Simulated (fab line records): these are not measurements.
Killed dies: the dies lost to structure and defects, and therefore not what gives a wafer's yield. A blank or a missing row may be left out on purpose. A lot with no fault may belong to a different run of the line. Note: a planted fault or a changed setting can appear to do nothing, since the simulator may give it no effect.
Matching of chambers ; flow nandHarc ; NHARC_A_CHANNEL_FILL_D1_ALD_02 on aldHk-02: 4 sister chambers
The step deposits SiO2, target thk 6 nm, pulse time 10 s, ald cycles 60. 4 wafers are shown with their chamber, then 7 later ones without.

== EACH WAFER AND ITS CHAMBER ==
wafer;chamber;heaterPowerW (W)
L075.5;0;489
L077.1;1;412
L083.1;2;485
L083.2;3;470

== WAFERS WHOSE CHAMBER IS MISSING ==
wafer;heaterPowerW (W)
L083.5;465
L085.3;439
L085.4;488
L085.5;496
L097.1;519
L097.2;465
L097.5;473

== CHAMBER TAKEN BY EACH ==
wafer;from the rows above;in truth
L083.5;can't be placed: 3 or 2 or 0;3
L085.3;can't be placed: 1 or 3 or 2 or 0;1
L085.4;can't be placed: 0 or 2 or 3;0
L085.5;can't be placed: 0 or 2 or 3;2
L097.1;can't be placed: 0 or 2 or 3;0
L097.2;can't be placed: 3 or 2 or 0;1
L097.5;can't be placed: 3 or 2 or 0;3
0 of 7 placed correctly. These rows do not allow placing 7 (true chamber among the candidates in 6). Number placed wrongly: 0.
How it was worked out, from the rows above alone: a wafer's distance from a chamber is the root of the sum, over the readings, of the square of ((its reading less the chamber's mean) divided by the reading's scatter). The wafer belongs to the nearest chamber; if the next one is less than 2 further off, it can't be placed. Each chamber's mean is taken over the wafers shown for it. The scatter: with one shown wafer a chamber, the root of the mean of the squares of how far each hidden wafer lies from its nearest shown one.
